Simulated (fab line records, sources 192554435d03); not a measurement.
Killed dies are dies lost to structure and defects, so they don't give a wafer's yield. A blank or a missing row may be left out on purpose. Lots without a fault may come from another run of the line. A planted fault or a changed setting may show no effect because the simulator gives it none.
A struck lot beside a sound one | flow n5_finfet | 24 steps out of a route of 1938
Sound: wafers L807.2, L807.3, L807.5. Struck: wafer L821.2. (L821.1 of the same lot was not struck and is left out.) The cause comes at the end.
At each step with rows: each side's tool, then ch and its chambers, then its first start. Under that, the readings that differ: sound wafers | struck wafers | difference of the means | sigmas: that difference in standard deviations of wafers without a fault.
alike: readings whose means differ by less than 2 such deviations, and words and numbers that are the same on both sides. not compared: withheld readings, readings that some wafer has no value for, bounds like >300 that may hide the same value, and numbers for which the record gives no deviation and whose values overlap.
The two part at a step that has a row with sigmas, a row that says differs or no value, or rows on one side only. Numbers that don't overlap but have no deviation are shown without sigmas and don't part them. A reading that every wafer of one side lacks parts them only if that side has two wafers or more.

first, 9 steps without rows for these wafers: N5_MIM_BOT_LITHO_HARDBAKE_09 (time 120 s); N5_MIM_BOT_LITHO_DESCUM_10 (chemistry O2, time 7.9 s); N5_MIM_BOT_ETCH_ETCH_04 (etches SiNx in CF4/O2, target depth 26 nm, time 13 s); N5_MIM_BOT_ETCH_ETCH_03 (etches the open film in Cl2/BCl3, target depth 12 nm); N5_MIM_BOT_ETCH_ETCH_00 (etches TiN in Cl2/BCl3, target depth 45.5 nm); N5_MIM_BOT_ETCH_STRIP_01 (strips in O2); N5_MIM_BOT_ETCH_STRIP_02 (strips in post etch residue remover, time 1200 s); N5_MIM_BOT_ETCH_CLEAN_05 (cleans in IPA, time 180 s); N5_MIM_BOT_ETCH_SRD_06 (time 30 s).
N5_PASSIVATION_PECVD_55: deposits SiO2 from SiH4/N2O, target thk 400 nm, time 22.5 s.
  sound on pecvd-03 ch 0,1,2, day 13 10:13; struck on pecvd-03 ch 1, day 17 21:19
  reading                                        | sound             | struck | difference | sigmas
  model.SiO2_of_PASSIVATION_PECVD_55.thk_nm (nm) | 396.4 402.6 402.8 | 336.2  | -64.4      |
  alike: heater_power_w, showerhead_plenum_p_Torr, throttle_valve_pct
then, 11 steps without rows for these wafers: N5_PASSIVATION_PECVD_01 (deposits SiNx from SiH4/NH3/N2, target thk 200 nm, time 43.2 s); N5_PASSIVATION_HMDS_03 (time 60 s); N5_PASSIVATION_COAT_04; N5_PASSIVATION_EBR_06; N5_PASSIVATION_SOFTBAKE_05 (time 90 s); N5_PASSIVATION_EXPOSE_07 (exposes mask TV, defocus 0 nm, target cd 3000 nm); N5_PASSIVATION_PEB_08; N5_PASSIVATION_DEVELOP_09 (develop time 60 s); N5_PASSIVATION_HARDBAKE_11 (time 120 s); N5_PASSIVATION_DESCUM_12 (chemistry O2, time 7.9 s); N5_PASSIVATION_PASS_ETCH_74 (etches SiNx in CF4/O2, target depth 220 nm, time 110 s).
N5_PASSIVATION_VIA_ETCH_13: etches SiO2 in CHF3/O2, target depth 660 nm, time 330 s.
  sound on rie_diel-06 ch 0,1,2, day 13 14:23; struck on rie_diel-01 ch 1, day 17 22:37
  reading                | sound             | struck | difference | sigmas
  etch_rf_on_time_s (s)  | 235 235 241       | 199    | -38        | -8
  throttle_valve_pct (%) | 18.75 18.74 18.66 | 19.25  | +0.53      | +2
  alike: drypump_motor_current_A, oes_product_au, rf_vpp_V, showerhead_plenum_p_Torr
  not compared: rf_hours_counter_h, model.coat_of_PASSIVATION_COAT_04.thk_nm
then, 1 step without rows for these wafers: N5_PASSIVATION_STRIP_14 (strips in O2).
N5_PASSIVATION_PROBE_49:
  the record has rows for the struck wafers here (prober-01, day 18 06:09) and none for the sound ones

WHERE THEY PART
First at N5_PASSIVATION_VIA_ETCH_13; last, within this record, at N5_PASSIVATION_PROBE_49.

WHY: what the simulator had put in
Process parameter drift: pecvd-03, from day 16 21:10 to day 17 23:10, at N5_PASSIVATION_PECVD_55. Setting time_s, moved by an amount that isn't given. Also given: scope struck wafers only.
